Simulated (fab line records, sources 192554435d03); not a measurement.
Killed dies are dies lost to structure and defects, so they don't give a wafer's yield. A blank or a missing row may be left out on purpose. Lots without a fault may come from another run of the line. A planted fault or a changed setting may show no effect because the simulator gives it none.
Split-lot experiment | flow n5_finfet | 7 lots, 21 wafers read, on a route of 1938 steps

THE SPLIT
At N5_BEOL_M4_EXPOSE_08 (exposes mask M4), the setting dose_mj was moved away from the recipe's 41.25 on 7 of the 21 wafers read, by -7.2% to +4.9%. The other wafers ran this setting at the recipe's value.

FROM THE SPLIT TO THE READING: what the file shows between them, 2 steps
- N5_BEOL_M4_PEB_09: peb time 60 s
- N5_BEOL_M4_DEVELOP_10: develop time 30 s

THE READING
cd_nm, in nm, at N5_BEOL_M4_CD_MEAS_11 (target cd 16.79 nm). Fault-free wafers of this fab line usually give 16.85 nm, standard deviation 0.23 nm.

wafer  | tool, chamber at the split | dose_mj as run | against the recipe | cd_nm, nm | against lot-mates on the recipe
L076.2 | euv_scanner-01, 0          | 41.25          | recipe             | 16.78     | -
L076.4 | euv_scanner-01, 0          | 41.25          | recipe             | 17.50     | -
L076.5 | euv_scanner-01, 0          | 41.25          | recipe             | 17.10     | -
L078.4 | euv_scanner-01, 0          | 41.25          | recipe             | 17.10     | -
L078.5 | euv_scanner-01, 0          | 41.25          | recipe             | 16.80     | -
L078.6 | euv_scanner-01, 0          | 41.25          | recipe             | 16.99     | -
L080.2 | euv_scanner-02, 0          | 40.2           | -2.5%              | 15.73     | -0.66
L080.3 | euv_scanner-02, 0          | 41.25          | recipe             | 16.39     | -
L080.4 | euv_scanner-02, 0          | 40.2           | -2.5%              | 15.95     | -0.44
L088.1 | euv_scanner-02, 0          | 42.03          | +1.9%              | 17.39     | +0.64
L088.2 | euv_scanner-02, 0          | 42.03          | +1.9%              | 17.02     | +0.27
L088.4 | euv_scanner-02, 0          | 41.25          | recipe             | 16.75     | -
L087.1 | euv_scanner-02, 0          | 41.25          | recipe             | 17.04     | -
L087.2 | euv_scanner-02, 0          | 38.3           | -7.2%              | 15.13     | -1.91
L087.5 | euv_scanner-02, 0          | 38.3           | -7.2%              | 14.91     | -2.13
L089.1 | euv_scanner-02, 0          | 41.25          | recipe             | 16.85     | -
L089.3 | euv_scanner-02, 0          | 41.25          | recipe             | 16.90     | -
L089.4 | euv_scanner-02, 0          | 41.25          | recipe             | 16.71     | -
L097.1 | euv_scanner-02, 0          | 41.25          | recipe             | 16.89     | -
L097.3 | euv_scanner-02, 0          | 43.28          | +4.9%              | 17.72     | +0.71
L097.5 | euv_scanner-02, 0          | 41.25          | recipe             | 17.12     | -

THE FIT
A straight line over all 21 wafers: cd_nm changes by +0.251 nm for each +1% of dose_mj; r = +0.93; the points scatter about the line by 0.28 nm.
The same after taking each lot's own level away (the mean of its wafers on the recipe; 21 wafers): +0.249 nm for each +1%; r = +0.96; scatter 0.21 nm.
On that fit, the largest move of dose_mj shifts the reading by 1.8 nm.
The lots' own levels span 16.390 to 17.127 nm, that is 3.2 times the standard deviation above.
So the lot-to-lot level changes the slope little: the two slopes agree.
Check: with one of the wafers moved furthest among these (-7.2%) left out of the fit, the line predicts -1.77 nm for it against its lot-mates. It came out at -1.91 nm against them.

THE WHOLE CHAIN: every reading that the file lists as answering this split, in the file's order
step                  | what it does                                                            | reading                                                               | change (the file's fit)               | r (the file's)
N5_BEOL_M4_CD_MEAS_11 | target cd 16.79 nm                                                      | cd_nm                                                                 | +0.237 nm for each +1% of the setting | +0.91
N5_BEOL_M4_ETCH_64    | etches SOC in N2/H2, target depth 75 nm, overetch 22.5 nm, time 121.9 s | BEOL_M4.cd_offset_nm (the simulator's own value, which no gauge read) | +0.209 nm for each +1% of the setting | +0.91

THE FILE'S OWN FIT
cd_nm changes by +0.237 nm for each +1% of dose_mj, r = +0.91.
